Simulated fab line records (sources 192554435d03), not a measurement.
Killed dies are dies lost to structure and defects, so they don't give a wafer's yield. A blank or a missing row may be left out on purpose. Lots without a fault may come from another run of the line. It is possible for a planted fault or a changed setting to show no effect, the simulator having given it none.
Which tool is to blame? ; flow n5-finfet ; 12 lots (36 wafers sampled), 1 step of a 1938-step route

== WHAT EACH GAUGE READ, for each wafer ==
N5_SD_EPI_N_OVL_MEAS_10.
lot;measured;on;SD_N_BLK_OVL (nm)
L075;day 3 06:01;overlay-01;-0.1 1.0 0.9
L077;day 3 19:41;overlay-01;0.2 -0.5 -0.4
L079;day 4 06:50;overlay-02;-0.2 -0.2 -1.1
L081;day 4 18:50;overlay-01;0.1 -0.4 0.5
L083;day 5 12:11;overlay-02;-0.2 0.0 0.0
L085;day 5 21:23;overlay-02;-0.7 0.0 0.2
L087;day 6 08:46;overlay-02;-0.2 -1.2 -0.9
L089;day 6 18:50;overlay-01;-1.5 -0.1 -0.2
L091;day 7 07:06;overlay-02;-0.1 -0.3 1.3
L093;day 7 17:15;overlay-01;-0.3 -1.0 -0.7
L095;day 8 05:17;overlay-02;-1.3 -1.7 -0.4
L097;day 9 00:33;overlay-02;-0.2 -0.9 -0.3

== WHICH TOOL RAN EACH LOT (tool, then ch and the chambers of the sampled wafers, then the start) ==
The record holds no process step before these readings.

== THE ANSWER, worked out from the rows above alone ==
Rule: the usual values come from the lots themselves. The widest of any qualifying gaps counts: lots, ordered by their means at a reading, are off when they make up no more than a third of the lots, leave a main group of 4 or more, and stand apart from it by 3 or more times the standard deviation of that group's means. If all means in a main group match to the digits the tables above print for the reading, that group is not used. A lot without any number at a reading at which 4 lots or more have one is off too. The other lots that the step has rows for count as sound.
None of the lots is off at any reading shown; this tells nothing.

== WHAT THE SIMULATOR PUT IN ==
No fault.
